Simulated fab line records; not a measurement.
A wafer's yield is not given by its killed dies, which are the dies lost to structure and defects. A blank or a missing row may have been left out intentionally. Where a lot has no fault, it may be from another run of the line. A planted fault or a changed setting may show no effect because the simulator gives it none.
A struck lot beside a sound one + flow n5-finfet + 38 steps out of a route of 1938
Sound: wafers L672.2, L672.4, L672.5. Struck: wafers L659.1, L659.2. (L659.5 of the same lot was not struck and is left out.) The cause comes at the end.
Each step with rows lists, per side, the tool, then ch with its chambers, then its first start. Under that, the readings that differ: sound wafers + struck wafers + difference of the means + sigmas: that difference in standard deviations of wafers without a fault.
alike: words and numbers the same on both sides, and readings whose means are apart by under 2 such deviations; not compared: readings that were withheld, readings missing a value for some wafer, numbers with overlapping values and no deviation given by the record, and bounds like >300 which may hide the same value.
A row with sigmas, a row that says differs or no value, or rows on one side alone: a step with any of these is where the two part. Numbers that don't overlap but have no deviation are shown without sigmas and don't part them. Lack of a reading on every wafer of one side parts them only where that side has two or more wafers.

first, 11 steps without rows for these wafers: N5_BEOL_M0_SAQP_STRIP_108 (strips in N2/H2); N5_BEOL_M0_SAQP_RECESS_109 (chemistry HF/NH3, target SiO2, target depth 3 nm, afs cycles 1, sublimation time 60 s); N5_BEOL_M0_SAQP_SPACER2_ALD_26 (deposits SiO2, target thk 15 nm, pulse time 1 s, purge time 2 s); N5_BEOL_M0_SAQP_SPACER2_ETCHBACK_27 (etches SiO2 in CHF3/O2, target depth 22.5 nm, time 11.25 s); N5_BEOL_M0_SAQP_MANDREL2_REMOVE_110 (chemistry HBr/Cl2/O2, target a-Si, stops on SiCN, bt time 10 s); N5_BEOL_M0_SAQP_COAT_69 (time 60 s, resist thk 90 nm); N5_BEOL_M0_SAQP_COAT_72 (time 60 s, resist thk 15 nm); N5_BEOL_M0_SAQP_COAT_87 (time 60 s, resist thk 5 nm); N5_BEOL_M0_SAQP_COAT_34 (resist thk 30 nm); N5_BEOL_M0_SAQP_EBR_36; N5_BEOL_M0_SAQP_SOFTBAKE_35 (time 60 s).
N5_BEOL_M0_SAQP_EXPOSE_37: exposes mask M0 CUT1, target cd 30 nm.
  sound on euv-scanner-02 ch 0, day 11 05:11; struck on euv-scanner-02 ch 0, day 7 17:07
  alike: mask, reticle-temp-C
then, 2 steps without rows for these wafers: N5_BEOL_M0_SAQP_PEB_38 (peb time 60 s); N5_BEOL_M0_SAQP_DEVELOP_39 (develop time 30 s).
N5_BEOL_M0_SAQP_CD_MEAS_40: target cd 30 nm.
  sound on cd-sem-02 ch 0, day 11 05:19; struck on cd-sem-02 ch 0, day 7 17:15
| reading    | sound             | struck      | difference | sigmas |
|------------|-------------------|-------------|------------|--------|
| cd-nm (nm) | 30.41 30.15 30.02 | 21.81 21.82 | -8.38      | -35    |
N5_BEOL_M0_SAQP_DESCUM_45: chemistry O2, time 7 s.
  sound on rie-diel-05 ch 1,2, day 11 05:26; struck on rie-diel-04 ch 1,3, day 7 17:26
| reading                       | sound        | struck    | difference | sigmas |
|-------------------------------|--------------|-----------|------------|--------|
| model.BEOL_M0_SAQP.cd-nm (nm) | 30.2 30.2 30 | 21.8 22.2 | -8.1       |        |
  alike: bias-power-w, drypump-motor-current-A, oes-product-au, rf-vpp-V, showerhead-plenum-p-Torr, throttle-valve-pct
  not compared: rf-hours-counter-h
then, 6 steps without rows for these wafers: N5_BEOL_M0_SAQP_ETCH_88 (etches underlayer in N2/H2, target depth 6.5 nm, time 5.2 s); N5_BEOL_M0_SAQP_ETCH_73 (etches SiARC in CF4, target depth 19.5 nm, time 32.5 s); N5_BEOL_M0_SAQP_CUT_ETCH_46 (etches SOC in N2/H2, target depth 135 nm, overetch 27 nm, time 202.5 s); N5_BEOL_M0_SAQP_STRIP_74 (strips in N2/H2); N5_BEOL_M0_SAQP_STRIP_89 (strips in N2/H2); N5_BEOL_M0_SAQP_ALD_48 (deposits SiO2, target thk 20 nm, pulse time 1 s, co reactant pulse time 1 s).
N5_BEOL_M0_SAQP_ETCH_49: etches SiO2 in CF4/O2, target depth 37 nm.
  sound on rie-diel-05 ch 0,2,3, day 11 06:15; struck on rie-diel-05 ch 2,3, day 7 18:22
| reading                       | sound          | struck  | difference | sigmas |
|-------------------------------|----------------|---------|------------|--------|
| model.BEOL_M0_SAQP.cd-nm (nm) | 30.2 30.8 30.6 | 22 22.4 | -8         |        |
  alike: drypump-motor-current-A, oes-product-au, rf-vpp-V, showerhead-plenum-p-Torr, throttle-valve-pct
  not compared: rf-hours-counter-h
then, 13 steps without rows for these wafers: N5_BEOL_M0_SAQP_STRIP_75 (strips in CF4); N5_BEOL_M0_CUTY_COAT_50 (time 60 s, resist thk 15 nm); N5_BEOL_M0_CUTY_COAT_51 (resist thk 150 nm); N5_BEOL_M0_CUTY_EBR_52; N5_BEOL_M0_CUTY_SOFTBAKE_53 (time 60 s); N5_BEOL_M0_CUTY_EXPOSE_54 (exposes mask M0 ABLK); N5_BEOL_M0_CUTY_PEB_55 (peb time 60 s); N5_BEOL_M0_CUTY_DEVELOP_56 (develop time 30 s); N5_BEOL_M0_CUTY_DESCUM_61 (chemistry O2, time 7.9 s); N5_BEOL_M0_CUTY_ETCH_62 (etches SiARC in CF4, time 58.5 s); N5_BEOL_M0_CUTY_ETCH_63 (etches SOC in N2/H2, target depth 82.7 nm, overetch 16.5 nm, time 124 s); N5_BEOL_M0_CUTY_STRIP_64 (strips in N2/H2); N5_BEOL_M0_ETCH_138 (etches SiCN in CH3F/O2, target depth 12 nm, time 31.6 s).
N5_BEOL_M4_RC_MEAS_101:
  the record has rows for the sound wafers here (prober-01 ch 0, day 13 21:25) and none for the struck ones
-- here the record skips 6 days between the struck wafers' starts before and after, leaving off in module BEOL_M4 and picking up in module PASSIVATION (first step shown: number 1936 of the route) --
N5_PASSIVATION_PROBE_49:
  rows exist in the record for the struck wafers here (prober-02, day 14 01:55), but not for the sound ones

## WHERE THEY PART
First at N5_BEOL_M0_SAQP_CD_MEAS_40; last, within this record, at N5_PASSIVATION_PROBE_49.

WHY: what the simulator had put in
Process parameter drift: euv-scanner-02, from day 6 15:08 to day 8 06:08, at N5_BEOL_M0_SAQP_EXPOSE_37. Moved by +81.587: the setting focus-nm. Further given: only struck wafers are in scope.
